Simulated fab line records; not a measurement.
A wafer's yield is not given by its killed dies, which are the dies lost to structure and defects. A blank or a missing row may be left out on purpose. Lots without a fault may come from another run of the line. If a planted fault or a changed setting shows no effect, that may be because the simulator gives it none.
Matching of chambers | flow n5 finfet | 3 sister chambers for N5_BEOL_M3_PECVD_72 on pecvd-02
The step deposits SiO2 from TEOS/O2, target thk 16 nm, time 18 s. 6 wafers are shown with their chamber, then 12 later ones without.

WAFERS WITH THEIR CHAMBER
wafer  | chamber | throttle valve pct (%) | showerhead plenum p Torr (Torr)
L088.5 | 2       | 21.7                   | 8.65
L090.4 | 1       | 24.2                   | 8.68
L090.6 | 0       | 23.8                   | 8.83
L092.2 | 2       | 21.6                   | 8.67
L092.3 | 0       | 23.7                   | 8.86
L092.5 | 1       | 24.0                   | 8.70

WAFERS WITH NO CHAMBER GIVEN
wafer  | throttle valve pct (%) | showerhead plenum p Torr (Torr)
L093.2 | 23.7                   | 8.86
L093.4 | 21.8                   | 8.67
L093.6 | 24.0                   | 8.72
L096.1 | 24.3                   | 8.71
L096.3 | 21.9                   | 8.69
L096.4 | 21.9                   | 8.66
L097.1 | 21.8                   | 8.69
L097.2 | 24.1                   | 8.74
L097.3 | 23.8                   | 8.85
L097.4 | 24.2                   | 8.72
L097.5 | 21.6                   | 8.65
L097.6 | 23.6                   | 8.84

EACH ONE'S CHAMBER
wafer  | from the rows above | in truth
L093.2 | 0                   | 0
L093.4 | 2                   | 2
L093.6 | 1                   | 1
L096.1 | 1                   | 1
L096.3 | 2                   | 2
L096.4 | 2                   | 2
L097.1 | 2                   | 2
L097.2 | 1                   | 1
L097.3 | 0                   | 0
L097.4 | 1                   | 1
L097.5 | 2                   | 2
L097.6 | 0                   | 0
Placed correctly: 12 of 12. Left unplaced by these rows: 0. Wrongly placed: 0.
How it was worked out, from the rows above alone: a wafer's distance from a chamber is the root of the sum, over the readings, of the square of ((its reading less the chamber's mean) divided by the reading's scatter). If the next closest chamber is less than 2 further off than the closest, the wafer can't be placed; otherwise it belongs to the closest. For every chamber, the mean is computed from those of its wafers that are shown. The scatter: take each reading less its chamber's mean, square it, sum over the shown wafers, divide by the number of wafers less the number of chambers, and take the root.
